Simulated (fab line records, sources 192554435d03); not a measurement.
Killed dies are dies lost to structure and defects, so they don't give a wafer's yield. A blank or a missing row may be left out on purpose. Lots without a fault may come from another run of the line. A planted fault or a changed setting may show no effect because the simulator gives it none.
Chamber matching | flow n5_finfet | N5_BEOL_M2_VIA_ETCH_34 on rie_diel-05: 4 sister chambers
The step etches the open film in C4F6/O2, target depth 69.4 nm, time 65.9 s. 20 wafers are shown with their chamber, then 10 later ones without.

WAFERS WITH THEIR CHAMBER
wafer  | chamber | showerhead_plenum_p_Torr (Torr) | throttle_valve_pct (%) | drypump_motor_current_A (A)
L078.1 | 0       | 2.78                            | 30.34                  | 5.9
L078.4 | 1       | 2.87                            | 31.05                  | 5.2
L078.5 | 0       | 2.78                            | 30.33                  | 5.9
L084.2 | 3       | 2.93                            | 30.69                  | 4.9
L084.4 | 1       | 2.87                            | 31.05                  | 5.2
L084.5 | 0       | 2.77                            | 30.34                  | 5.9
L086.1 | 3       | 2.93                            | 30.69                  | 4.9
L086.2 | 1       | 2.86                            | 31.08                  | 5.2
L086.3 | 2       | 3.01                            | 30.55                  | 5.6
L088.1 | 1       | 2.86                            | 31.07                  | 5.2
L088.4 | 2       | 3.01                            | 30.56                  | 5.5
L088.6 | 3       | 2.93                            | 30.66                  | 4.8
L090.3 | 1       | 2.86                            | 31.08                  | 5.2
L090.4 | 3       | 2.92                            | 30.67                  | 4.8
L090.5 | 3       | 2.92                            | 30.71                  | 4.8
L089.2 | 1       | 2.86                            | 31.11                  | 5.2
L089.3 | 2       | 3.01                            | 30.57                  | 5.5
L089.5 | 1       | 2.86                            | 31.10                  | 5.2
L091.2 | 1       | 2.86                            | 31.08                  | 5.2
L091.4 | 3       | 2.92                            | 30.70                  | 4.9

SIGNATURES (means of the wafers above)
reading                  | chamber 0 | chamber 1 | chamber 2 | chamber 3 | scatter within a chamber
showerhead_plenum_p_Torr | 2.7767    | 2.8625    | 3.0100    | 2.9250    | 0.00479
throttle_valve_pct       | 30.3367   | 31.0775   | 30.5600   | 30.6867   | 0.0179
drypump_motor_current_A  | 5.900     | 5.200     | 5.533     | 4.850     | 0.0368
Rule: a wafer's distance from a chamber is the root of the sum, over the readings, of the square of ((its reading less the chamber's mean) divided by the reading's scatter). The wafer belongs to the nearest chamber; if the next one is less than 2 further off, it can't be placed. The scatter: the root of (the sum of the squares of (reading less its chamber's mean) over the shown wafers, divided by (wafers less chambers)).

WAFERS WITHOUT THEIR CHAMBER
wafer  | showerhead_plenum_p_Torr (Torr) | throttle_valve_pct (%) | drypump_motor_current_A (A)
L091.6 | 2.86                            | 31.08                  | 5.2
L092.2 | 2.92                            | 30.69                  | 4.8
L092.3 | 2.86                            | 31.08                  | 5.2
L092.5 | 2.86                            | 31.08                  | 5.2
L094.1 | 2.76                            | 30.39                  | 5.9
L094.3 | 3.01                            | 30.57                  | 5.6
L094.4 | 2.86                            | 31.09                  | 5.2
L093.1 | 2.76                            | 30.37                  | 5.9
L093.4 | 2.86                            | 31.11                  | 5.2
L093.6 | 2.86                            | 31.07                  | 5.2

WHICH CHAMBER EACH WENT THROUGH
wafer  | from the rows above | in truth
L091.6 | 1                   | 1
L092.2 | 3                   | 3
L092.3 | 1                   | 1
L092.5 | 1                   | 1
L094.1 | 0                   | 0
L094.3 | 2                   | 2
L094.4 | 1                   | 1
L093.1 | 0                   | 0
L093.4 | 1                   | 1
L093.6 | 1                   | 1
Placed correctly: 10 of 10. Can't be placed from these rows: 0. Placed wrongly: 0.
